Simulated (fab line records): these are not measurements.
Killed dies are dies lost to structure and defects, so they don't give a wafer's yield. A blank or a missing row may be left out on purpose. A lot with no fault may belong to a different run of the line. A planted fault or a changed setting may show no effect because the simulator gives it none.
Which tool did it? ; flow nandHarc ; Sampling: 11 lots, 33 wafers, 5 of 1159 route steps

== WHAT THE GAUGES SHOWED, per wafer ==
NHARC_A_CHANNEL_HOLE_D1_CD_MEAS_10 targets a cd of 100 nm. Usual: 100.2 nm for cdNm, sd 0.63.
lot;measured;on;cdNm (nm);flag
L844;day 9 01:33;cdSem-01;99.3 99.5 100.0;
L845;day 9 03:37;cdSem-03;100.7 99.7 100.1;
L846;day 9 03:45;cdSem-02;100.9 100.0 99.9;
L849;day 9 17:31;cdSem-03;100.4 100.3 100.9;
L855;day 11 08:09;cdSem-03;100.1 100.8 100.4;
L857;day 11 22:19;cdSem-01;99.4 99.8 100.2;
L859;day 12 05:25;cdSem-03;100.0 100.3 100.7;
L861;day 12 16:20;cdSem-01;100.4 100.2 100.5;
L862;day 13 00:10;cdSem-03;100.8 100.7 100.3;
L864;day 13 15:16;cdSem-01;101.1 100.5 100.9;
L865;day 14 12:04;cdSem-02;100.3 99.7 99.5;

NHARC_END_SORT_01. Usual: killedAtArray 29, standard deviation 9.4; killedAtOther 0.7, standard deviation 1.3; killedAtPeriphery 2.9, standard deviation 2.1; killedDies 32, standard deviation 9; killedOpen 3.3, standard deviation 1.8; killedShort 1.9, standard deviation 1.4.
lot;measured;on;killedAtArray;killedAtOther;killedAtPeriphery;killedDies;killedOpen;killedShort;flag
L845;day 21 09:22;prober-02;675 677 675;0 0 0;2 0 2;677 677 677;2 3 5;1 1 1;OFF
L846;day 20 23:13;prober-02;675 675 675;0 1 1;2 1 1;677 677 677;3 4 4;1 1 1;OFF
L849;day 21 08:00;prober-01;675 672 674;1 1 1;1 4 2;677 677 677;2 1 3;1 1 1;OFF

== TOOL THAT RAN EACH LOT (tool first, then ch and the chambers of the sampled wafers, then the start) ==
lot;NHARC_A_CHANNEL_HOLE_D1_ETCH_16;NHARC_A_CHANNEL_HOLE_D1_ETCH_19;NHARC_A_CHANNEL_HOLE_D1_ETCH_23
L844;rieDiel-10 ch 0,3, day 9 02:19;harEtch-01 ch 0,1, day 9 02:58;harEtch-01 ch 0,1, day 9 04:35
L845;rieDiel-02 ch 0,3, day 9 04:19;harEtch-01 ch 0,1, day 9 07:10;harEtch-01 ch 0,1, day 9 08:52
L846;rieDiel-10 ch 1,3, day 9 04:37;harEtch-02 ch 0,1, day 9 07:14;harEtch-02 ch 0,1, day 9 08:40
L849;rieDiel-02 ch 1,3, day 9 18:17;harEtch-01 ch 0,1, day 9 18:54;harEtch-01 ch 0,1, day 9 20:20
L855;rieDiel-02 ch 1,2,3, day 11 09:13;harEtch-02 ch 0,1, day 11 13:32;harEtch-02 ch 0,1, day 11 15:16
L857;rieDiel-02 ch 0,2,3, day 11 23:09;harEtch-02 ch 0,1, day 11 23:41;harEtch-02 ch 0,1, day 12 01:07
L859;rieDiel-02 ch 1,2,3, day 12 06:14;harEtch-01 ch 0,1, day 12 07:04;harEtch-01 ch 0,1, day 12 08:47
L861;rieDiel-10 ch 0,1,3, day 12 17:10;harEtch-01 ch 0,1, day 12 17:43;harEtch-01 ch 0,1, day 12 19:15
L862;rieDiel-10 ch 2,3, day 13 00:56;harEtch-01 ch 0,1, day 13 01:32;harEtch-01 ch 0,1, day 13 02:59
L864;rieDiel-02 ch 1,2,3, day 13 16:02;harEtch-02 ch 0,1, day 13 16:38;harEtch-02 ch 0,1, day 13 18:04
L865;rieDiel-10 ch 0,2,3, day 14 12:47;harEtch-01 ch 0,1, day 14 13:26;harEtch-01 ch 0,1, day 14 14:53
- NHARC_A_CHANNEL_HOLE_D1_ETCH_16: etches the open film in O2/COS, target depth 3100 nm, time 806 s.
- NHARC_A_CHANNEL_HOLE_D1_ETCH_19: etches the open film in C4F8/O2/Ar, time 34.5 s.
- NHARC_A_CHANNEL_HOLE_D1_ETCH_23: etches the open film in C4F8/O2/Ar, time 819 s, target depth 1600 nm.

== AS READ BY THE TOOLS THEMSELVES (means over the sampled wafers that have a number; for cases with no such wafer, the mark the record gives instead) ==
NHARC_A_CHANNEL_HOLE_D1_ETCH_16. Usual: biasW 300.0 W, standard deviation 0.95; chamberPressureMTorr 20.000 mTorr, standard deviation 0.019; drypumpMotorCurrentA 5.89 A, standard deviation 0.24; mfcArSccm 0.017 sccm, standard deviation 0.016; oesProductAu 0.999 a.u., standard deviation 0.011; rfVppV 313.8 V, standard deviation 1.5; showerheadPlenumPTorr 3.10 Torr, standard deviation 0.09; throttleValvePct 28.330 %, standard deviation 0.009.
lot;tool;biasW (W);chamberPressureMTorr (mTorr);drypumpMotorCurrentA (A);mfcArSccm (sccm);oesProductAu (a.u.);rfVppV (V);showerheadPlenumPTorr (Torr);throttleValvePct (%);flag
L844;rieDiel-10;299.2;19.994;6.08;0.013;0.985;313.9;3.10;28.328;
L845;rieDiel-02;-;-;-;-;-;-;-;-;OFF
L846;rieDiel-10;-;-;-;-;-;-;-;-;OFF
L849;rieDiel-02;-;-;-;-;-;-;-;-;OFF
L855;rieDiel-02;300.3;19.999;6.00;0.022;1.005;314.0;3.12;28.329;
L857;rieDiel-02;301.3;19.998;5.91;0.034;1.006;315.2;3.17;28.326;
L859;rieDiel-02;299.3;20.002;6.01;0.022;1.009;314.1;3.12;28.332;
L861;rieDiel-10;300.0;19.993;5.81;0.020;0.997;313.7;3.07;28.327;
L862;rieDiel-10;300.4;20.011;5.96;0.000;0.993;313.0;3.06;28.334;
L864;rieDiel-02;299.5;20.004;5.99;0.022;1.014;314.7;3.12;28.335;
L865;rieDiel-10;299.3;19.992;5.98;0.013;0.995;313.6;3.10;28.338;

NHARC_A_CHANNEL_HOLE_D1_ETCH_19. Usual: biasV 1200 V, standard deviation 11; c4f8FlowSccm 28.78 sccm, standard deviation 0.096; drypumpMotorCurrentA 5.7 A, standard deviation 0.51; mfcArSccm 375.2 sccm, standard deviation 1.3; showerheadPlenumPTorr 3.71 Torr, standard deviation 0.1; throttleValvePct 37.038 %, standard deviation 0.009.
lot;tool;biasV (V);c4f8FlowSccm (sccm);drypumpMotorCurrentA (A);mfcArSccm (sccm);showerheadPlenumPTorr (Torr);throttleValvePct (%);flag
L844;harEtch-01;1205;28.73;5.5;374.3;3.70;37.039;
L845;harEtch-01;1188;28.79;5.8;375.7;3.74;37.029;
L846;harEtch-02;1189;28.75;5.9;375.2;3.77;37.037;
L849;harEtch-01;1215;28.73;5.5;375.5;3.69;37.041;
L855;harEtch-02;1190;28.98;5.6;375.7;3.67;37.036;
L857;harEtch-02;1198;28.77;5.6;374.4;3.66;37.033;
L859;harEtch-01;1204;28.75;5.5;374.9;3.67;37.041;
L861;harEtch-01;1197;28.78;5.8;374.6;3.72;37.031;
L862;harEtch-01;1188;28.81;5.9;375.9;3.71;37.023;
L864;harEtch-02;1205;28.71;5.9;377.2;3.74;37.047;
L865;harEtch-01;1207;28.70;5.5;375.2;3.66;37.041;

NHARC_A_CHANNEL_HOLE_D1_ETCH_23. Usual: c4f8FlowSccm 89.3 sccm, standard deviation 0.3; chamberPressureMTorr 20.001 mTorr, standard deviation 0.019; drypumpMotorCurrentA 5.7 A, standard deviation 0.51; mfcArSccm 375.0 sccm, standard deviation 1.1; showerheadPlenumPTorr 3.67 Torr, standard deviation 0.098; throttleValvePct 32.155 %, standard deviation 0.009.
lot;tool;c4f8FlowSccm (sccm);chamberPressureMTorr (mTorr);drypumpMotorCurrentA (A);mfcArSccm (sccm);showerheadPlenumPTorr (Torr);throttleValvePct (%);flag
L844;harEtch-01;89.4;19.988;5.5;376.1;3.66;32.147;
L845;harEtch-01;89.1;19.999;5.9;376.0;3.70;32.150;
L846;harEtch-02;89.0;19.994;5.9;375.0;3.72;32.155;
L849;harEtch-01;89.1;19.990;5.6;375.3;3.65;32.153;
L855;harEtch-02;89.4;19.987;5.6;372.7;3.63;32.156;
L857;harEtch-02;89.1;20.004;5.6;374.6;3.62;32.149;
L859;harEtch-01;89.5;19.996;5.5;375.8;3.63;32.153;
L861;harEtch-01;89.3;19.989;5.9;374.4;3.67;32.159;
L862;harEtch-01;88.9;19.991;5.8;375.3;3.67;32.158;
L864;harEtch-02;89.5;19.986;5.9;375.9;3.70;32.160;
L865;harEtch-01;89.5;20.002;5.5;375.4;3.62;32.152;

== THE ANSWER, worked out from the rows above alone ==
Rule: lot off if the mean of its wafers having a number is beyond 3 standard deviations from the usual mean. A lot without any number at a reading at which 4 lots or more have one is off too. Any other lot the step has rows for is counted as sound. First the gauges in route order, then the tools' own readings, where a lot's mean is used as printed above. The first step at which some lot is off is used, and at that step the reading that is off furthest; a lot without a number counts as furthest.
Off, at NHARC_END_SORT_01 on killedDies: L845, L846, L849. Neither off nor sound, because the step has no rows for them: L844, L855, L857, L859, L861, L862, L864, L865.
A tool fits if, at a process step before that reading, it ran every lot that is off, and no sound lot after the first of them. Not tried: the gauges at NHARC_END_SORT_01; whatever is off there is also off at NHARC_A_CHANNEL_HOLE_D1_ETCH_16, on other tools, and gauge error can't account for it. Of those tried, none fits.

== WHAT THE SIMULATOR HAD INSERTED ==
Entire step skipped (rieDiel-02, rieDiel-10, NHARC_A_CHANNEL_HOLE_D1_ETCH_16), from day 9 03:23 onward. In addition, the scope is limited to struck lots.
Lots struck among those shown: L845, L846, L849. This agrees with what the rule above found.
